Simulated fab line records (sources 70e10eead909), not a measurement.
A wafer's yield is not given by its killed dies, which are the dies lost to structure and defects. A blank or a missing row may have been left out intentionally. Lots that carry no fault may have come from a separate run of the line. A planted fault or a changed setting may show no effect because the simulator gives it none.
Chamber matching	flow nand harc	NHARC_P_M2_ETCH_35 on rie diel-06: 4 sister chambers
The step etches the open film in N2/H2, target depth 40 nm, overetch 12 nm, time 43.94 s. 8 wafers are shown with their chamber, then 11 later ones without.

EACH WAFER AND ITS CHAMBER
wafer	chamber	showerhead plenum p Torr (Torr)	drypump motor current A (A)
L082.6	3	2.11	6.31
L087.1	2	1.92	6.26
L087.3	1	2.02	6.20
L087.4	0	2.07	6.00
L090.3	2	1.92	6.24
L090.5	3	2.10	6.26
L090.6	0	2.07	5.97
L091.1	1	2.02	6.20

WAFERS MISSING THEIR CHAMBER
wafer	showerhead plenum p Torr (Torr)	drypump motor current A (A)
L091.4	2.10	6.28
L091.6	2.10	6.29
L093.1	1.92	6.28
L093.4	2.10	6.26
L093.5	1.92	6.30
L096.1	2.02	6.24
L096.4	2.06	5.97
L096.5	1.92	6.24
L097.2	2.10	6.28
L097.3	2.06	5.99
L097.6	2.02	6.23

CHAMBER TAKEN BY EACH
wafer	from the rows above	in truth
L091.4	3	3
L091.6	3	3
L093.1	2	2
L093.4	3	3
L093.5	2	2
L096.1	1	1
L096.4	0	0
L096.5	2	2
L097.2	3	3
L097.3	0	0
L097.6	1	1
Correct placement for 11 of the 11. From these rows, 0 cannot be placed. 0 placed wrongly.
How it was worked out, from the rows above alone: a wafer's distance from a chamber is the root of the sum, over the readings, of the square of ((its reading less the chamber's mean) divided by the reading's scatter). The wafer belongs to the nearest chamber; if the next one is less than 2 further off, it can't be placed. Each chamber's mean is taken over the wafers shown for it. The scatter is the square root of a quotient: the sum, over the shown wafers, of each reading's squared deviation from its chamber's mean, divided by wafers minus chambers.
